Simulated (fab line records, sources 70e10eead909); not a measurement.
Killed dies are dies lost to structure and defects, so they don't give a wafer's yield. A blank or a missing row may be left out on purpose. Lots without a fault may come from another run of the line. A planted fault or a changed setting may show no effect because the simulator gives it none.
Which tool did it? | flow nand_harc | 13 lots, 39 wafers sampled, at 5 steps of a route of 1159

WHAT THE GAUGES READ, wafer by wafer
NHARC_A_SLIT_CD_MEAS_21.
lot  | measured     | on        | cd_nm (nm)
L879 | day 14 20:59 | cd_sem-01 | 288.9 288.9 289.1
L880 | day 14 22:24 | cd_sem-02 | 290.3 290.3 290.0
L883 | day 15 04:17 | cd_sem-02 | 289.0 288.6 288.9
L881 | day 15 11:47 | cd_sem-02 | 289.6 289.1 288.8
L886 | day 16 20:49 | cd_sem-02 | 288.6 288.8 288.6
L885 | day 16 22:10 | cd_sem-03 | 290.0 289.9 289.7
L892 | day 18 11:05 | cd_sem-01 | 289.5 290.6 289.8
L893 | day 18 11:11 | cd_sem-02 | 288.6 289.0 289.7
L894 | day 19 01:02 | cd_sem-02 | 290.8 290.2 289.6
L898 | day 19 16:08 | cd_sem-03 | 289.0 289.6 289.3
L897 | day 19 17:23 | cd_sem-02 | 290.2 290.0 290.9
L900 | day 20 05:08 | cd_sem-01 | 290.6 290.4 290.7
L899 | day 20 06:50 | cd_sem-01 | 289.5 288.9 289.4

NHARC_END_SORT_01.
lot  | measured     | on        | killed_at_array | killed_at_other | killed_at_periphery | killed_dies | killed_open | killed_short
L879 | day 19 08:55 | prober-02 | 20 23 23        | 0 0 0           | 2 6 8               | 22 29 31    | 3 3 3       | 0 1 2
L880 | day 19 16:44 | prober-02 | 26 28 29        | 0 1 0           | 8 2 5               | 34 31 34    | 2 3 3       | 3 3 4
L883 | day 20 01:14 | prober-02 | 27 24 17        | 0 0 0           | 2 3 3               | 29 27 20    | 5 6 2       | 0 3 2
L881 | day 20 09:02 | prober-02 | 9 13 13         | 0 0 1           | 4 4 3               | 13 17 17    | 5 5 5       | 1 0 3
L886 | day 21 10:28 | prober-02 | 11 16 12        | 3 1 1           | 7 6 6               | 21 23 19    | 4 7 1       | 2 4 5
L885 | day 21 02:41 | prober-02 | 28 36 37        | 0 1 0           | 4 3 2               | 32 40 39    | 5 0 4       | 2 5 3
L892 | day 23 08:14 | prober-01 | 31 35 23        | 0 0 0           | 0 2 4               | 31 37 27    | 7 5 2       | 4 1 3
L893 | day 23 08:17 | prober-02 | 53 33 42        | 2 3 1           | 4 7 4               | 59 43 47    | 3 3 4       | 2 3 3
L894 | day 23 18:26 | prober-01 | 27 26 28        | 3 3 3           | 6 3 1               | 36 32 32    | 3 2 2       | 2 2 4
L898 | day 24 15:35 | prober-02 | 21 20 24        | 0 1 1           | 7 1 1               | 28 22 26    | 5 2 1       | 3 1 1
L897 | day 24 11:26 | prober-01 | 50 42 55        | 0 0 0           | 1 3 2               | 51 45 57    | 1 3 4       | 2 0 1
L900 | day 25 05:55 | prober-01 | 44 32 34        | 0 0 1           | 4 5 5               | 48 37 40    | 1 5 4       | 2 0 3
L899 | day 25 02:13 | prober-02 | 34 36 38        | 1 1 1           | 3 5 4               | 38 42 43    | 5 3 0       | 2 1 3

WHICH TOOL RAN EACH LOT (tool, then ch and the chambers of the sampled wafers, then the start)
lot  | NHARC_A_WL_FILL_ETCHBACK_05       | NHARC_A_WL_FILL_CMP_12        | NHARC_A_CONTACT_DEP_24
L879 | rie_metal-01 ch 0,1, day 15 09:52 | cmp-03 ch 0,2,3, day 16 08:09 | pecvd-01 ch 0,1, day 16 08:40
L880 | rie_metal-03 ch 0,1, day 15 12:41 | cmp-02 ch 0,1,3, day 16 12:29 | pecvd-04 ch 0,2, day 16 13:01
L883 | rie_metal-01 ch 1, day 15 20:47   | cmp-02 ch 0,1,2, day 16 18:07 | pecvd-01 ch 0,1, day 16 18:56
L881 | rie_metal-02 ch 0,1, day 16 01:04 | cmp-02 ch 0,1,3, day 16 23:35 | pecvd-01 ch 1,2, day 17 00:11
L886 | rie_metal-01 ch 0,1, day 17 09:10 | cmp-04 ch 0,2,3, day 18 08:08 | pecvd-01 ch 0,1, day 18 08:38
L885 | rie_metal-03 ch 0,1, day 17 12:02 | cmp-02 ch 0,1, day 18 08:10   | pecvd-03 ch 1,2, day 18 08:44
L892 | rie_metal-03 ch 0, day 18 23:27   | cmp-04 ch 2,3, day 19 22:02   | pecvd-04 ch 0,1,2, day 19 22:43
L893 | rie_metal-01 ch 0,1, day 18 23:17 | cmp-03 ch 0,1,2, day 19 22:10 | pecvd-03 ch 1,2, day 19 22:44
L894 | rie_metal-01 ch 0,1, day 19 13:17 | cmp-02 ch 0,1,2, day 20 10:25 | pecvd-01 ch 0,1,2, day 20 11:03
L898 | rie_metal-01 ch 0,1, day 20 04:25 | cmp-02 ch 0,1,3, day 21 16:17 | pecvd-01 ch 0,1,2, day 21 16:49
L897 | rie_metal-02 ch 0,1, day 20 04:35 | cmp-02 ch 1,2,3, day 21 13:31 | pecvd-03 ch 0,1,2, day 21 14:01
L900 | rie_metal-03 ch 0,1, day 20 20:10 | cmp-04 ch 1,2, day 22 02:16   | pecvd-04 ch 0,1,2, day 22 02:53
L899 | rie_metal-03 ch 0,1, day 20 22:58 | cmp-04 ch 0,3, day 22 00:13   | pecvd-03 ch 0,1, day 22 00:47
- NHARC_A_WL_FILL_ETCHBACK_05: etches the open film in Cl2/BCl3, target depth 22 nm, time 60 s.
- NHARC_A_WL_FILL_CMP_12: polishes, t overpolish 30 s, target thk 75 nm.
- NHARC_A_CONTACT_DEP_24: deposits SiO2, target thk 500 nm.

WHAT THE TOOLS THEMSELVES READ (means of the sampled wafers that have a number; where no wafer has one, the mark that the record gives instead)
NHARC_A_WL_FILL_ETCHBACK_05.
lot  | tool         | drypump_motor_current_A (A) | oes_product_au (a.u.)
L879 | rie_metal-01 | 6.2                         | 1.008
L880 | rie_metal-03 | 6.2                         | 0.999
L883 | rie_metal-01 | 5.8                         | 1.007
L881 | rie_metal-02 | 5.4                         | 1.006
L886 | rie_metal-01 | 6.0                         | 1.002
L885 | rie_metal-03 | 6.1                         | 0.996
L892 | rie_metal-03 | 5.2                         | 0.997
L893 | rie_metal-01 | 6.0                         | 1.006
L894 | rie_metal-01 | 6.1                         | 1.004
L898 | rie_metal-01 | 6.1                         | 0.996
L897 | rie_metal-02 | 5.2                         | 1.005
L900 | rie_metal-03 | 5.7                         | 0.997
L899 | rie_metal-03 | 5.7                         | 0.998

NHARC_A_WL_FILL_CMP_12.
lot  | tool   | motor_current_A (A) | overpolish_run_s (s) | time_to_endpoint_s (s)
L879 | cmp-03 | 13.0                | 30.000               | 15.3
L880 | cmp-02 | 11.4                | 29.997               | 14.7
L883 | cmp-02 | 11.6                | 30.001               | 13.8
L881 | cmp-02 | 11.5                | 30.002               | 17.4
L886 | cmp-04 | 11.4                | 29.994               | 16.2
L885 | cmp-02 | 11.0                | 29.997               | 18.2
L892 | cmp-04 | 12.1                | 30.008               | 14.7
L893 | cmp-03 | 12.9                | 30.004               | 14.7
L894 | cmp-02 | 11.5                | 30.006               | 18.5
L898 | cmp-02 | 11.8                | 29.994               | 14.8
L897 | cmp-02 | 11.6                | 29.992               | 14.7
L900 | cmp-04 | 12.6                | 29.998               | 13.7
L899 | cmp-04 | 10.0                | 29.996               | 14.0

NHARC_A_CONTACT_DEP_24.
lot  | tool     | heater_power_w (W) | susceptor_temp_C (C) | throttle_valve_pct (%)
L879 | pecvd-01 | 518                | 399.86               | 16.0
L880 | pecvd-04 | 586                | 399.79               | 16.8
L883 | pecvd-01 | 502                | 399.91               | 15.9
L881 | pecvd-01 | 468                | 399.94               | 16.1
L886 | pecvd-01 | 530                | 400.19               | 16.0
L885 | pecvd-03 | 664                | 400.17               | 15.4
L892 | pecvd-04 | 601                | 400.13               | 15.9
L893 | pecvd-03 | 616                | 400.00               | 15.4
L894 | pecvd-01 | 560                | 399.65               | 15.7
L898 | pecvd-01 | 536                | 400.05               | 15.9
L897 | pecvd-03 | 574                | 400.17               | 15.2
L900 | pecvd-04 | 637                | 400.06               | 16.0
L899 | pecvd-03 | 588                | 399.81               | 14.9

THE ANSWER, worked out from the rows above alone
Rule: what is usual is taken from the lots themselves. Put in order of their means at a reading, lots are off if they are a third of the lots or fewer, leave a main group of 4 or more, and stand apart from it by a gap of 3 or more times the standard deviation of the main group's means; of several such gaps the widest counts. A main group whose means are all the same, to the digits that the tables above print for the reading, isn't used. A lot without any number at a reading at which 4 lots or more have one is off too. The other lots that the step has rows for count as sound. The gauges are gone through in route order, then the tools' own readings, and for those a lot's mean is taken as printed above. The first step at which some lot is off is used, and at that step the reading that is off furthest; a lot without a number counts as furthest.
No lot is off at any reading shown: from this, nothing can be told.

WHAT THE SIMULATOR HAD PUT IN
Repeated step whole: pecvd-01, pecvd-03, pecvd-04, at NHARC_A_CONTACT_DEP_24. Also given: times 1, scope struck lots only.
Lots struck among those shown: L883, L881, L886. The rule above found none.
